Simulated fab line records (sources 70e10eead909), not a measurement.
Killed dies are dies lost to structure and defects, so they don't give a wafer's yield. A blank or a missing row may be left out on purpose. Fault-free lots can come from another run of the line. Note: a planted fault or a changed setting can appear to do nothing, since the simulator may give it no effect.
What tool caused it?    flow nandHarc    7 lots, 21 wafers sampled, at 5 steps of a route of 1302

WHAT THE GAUGES READ, wafer by wafer
NHARC_A_ONON_D2_THK_MEAS_02: measures by ellipsometry.
lot   measured      on            thkNm (nm)
L496  day 13 00:57  filmMetro-01  997 999 996
L498  day 14 02:01  filmMetro-01  992 993 992
L500  day 14 20:56  filmMetro-01  1000 1002 1001
L508  day 18 03:38  filmMetro-02  993 991 991
L511  day 18 19:21  filmMetro-02  1066 1065 1064
L515  day 20 17:27  filmMetro-01  1007 1007 1008
L518  day 22 10:11  filmMetro-01  998 997 999

EACH LOT AND THE TOOL THAT RAN IT (in order: tool; ch and the chambers of the sampled wafers; start)
lot   NHARC_A_CHANNEL_FILL_D1_ALD_25   NHARC_A_DECK1_JOINT_CMP_13     NHARC_A_DECK1_JOINT_ETCHBACK_00  NHARC_A_ONON_D2_DEP_00
L496  aldHk-02 ch 0,2, day 10 18:31    cmp-04 ch 0,3, day 11 20:16    rieSi-03 ch 0,2, day 11 20:38    pecvdOnon-04 ch 0, day 13 00:26
L498  aldHk-01 ch 1,3, day 11 22:20    cmp-04 ch 1,2, day 12 20:31    rieSi-06 ch 1,3, day 12 20:55    pecvdOnon-02 ch 0, day 14 01:31
L500  aldHk-01 ch 0,2, day 12 14:33    cmp-03 ch 1,2, day 13 12:45    rieSi-05 ch 0,1, day 13 13:07    pecvdOnon-04 ch 0, day 14 20:29
L508  aldHk-01 ch 0,2,3, day 16 04:07  cmp-02 ch 0,2,3, day 17 05:11  rieSi-03 ch 0,2,3, day 17 05:31  pecvdOnon-02 ch 0, day 18 03:07
L511  aldHk-03 ch 0,1,3, day 16 20:49  cmp-02 ch 1,2,3, day 17 18:38  rieSi-05 ch 1,2, day 17 19:02    pecvdOnon-04 ch 0, day 18 18:50
L515  aldHk-01 ch 0,2,3, day 18 21:56  cmp-02 ch 0,1,2, day 19 19:14  rieSi-05 ch 0,1,2, day 19 19:36  pecvdOnon-03 ch 0, day 20 16:56
L518  aldHk-01 ch 1,2,3, day 19 23:54  cmp-04 ch 2,3, day 21 01:57    rieSi-03 ch 0,1,2, day 21 02:20  pecvdOnon-02 ch 0, day 22 09:41
- NHARC_A_CHANNEL_FILL_D1_ALD_25: deposits SiOx, target thk 60 nm, pulse time 10 s, ald cycles 600.
- NHARC_A_DECK1_JOINT_CMP_13: polishes, target thk 51.023 nm.
- NHARC_A_DECK1_JOINT_ETCHBACK_00: etches the open film in HBr, target depth 30 nm, time 17.4 s.
- NHARC_A_ONON_D2_DEP_00: target thk 1000 nm.

THE ANSWER, worked out from the rows above alone
Rule: the lots themselves supply what counts as usual. Put in order of their means at a reading, lots are off if they are a third of the lots or fewer, leave a main group of 4 or more, and stand apart from it by a gap of 3 or more times the standard deviation of the main group's means; of several such gaps the widest counts. The tables above print the reading to a certain number of digits; a main group whose means all agree to those digits is not used. Also off: a lot with no number at a reading for which 4 or more lots have one. All remaining lots with rows at the step are treated as sound.
Off: L511 (NHARC_A_ONON_D2_THK_MEAS_02, thkNm). The main group has a mean of 998 nm with a standard deviation of 5.3.
If a tool, at a process step before that reading, ran all the lots that are off and no sound lot after the first of them, it fits. Those tools and the gauges at NHARC_A_ONON_D2_THK_MEAS_02 are tried in the same way. Can't be told from this: 3 tools fit, aldHk-03 at NHARC_A_CHANNEL_FILL_D1_ALD_25, pecvdOnon-04 at NHARC_A_ONON_D2_DEP_00, filmMetro-02 at NHARC_A_ONON_D2_THK_MEAS_02.

WHAT WAS PUT IN BY THE SIMULATOR
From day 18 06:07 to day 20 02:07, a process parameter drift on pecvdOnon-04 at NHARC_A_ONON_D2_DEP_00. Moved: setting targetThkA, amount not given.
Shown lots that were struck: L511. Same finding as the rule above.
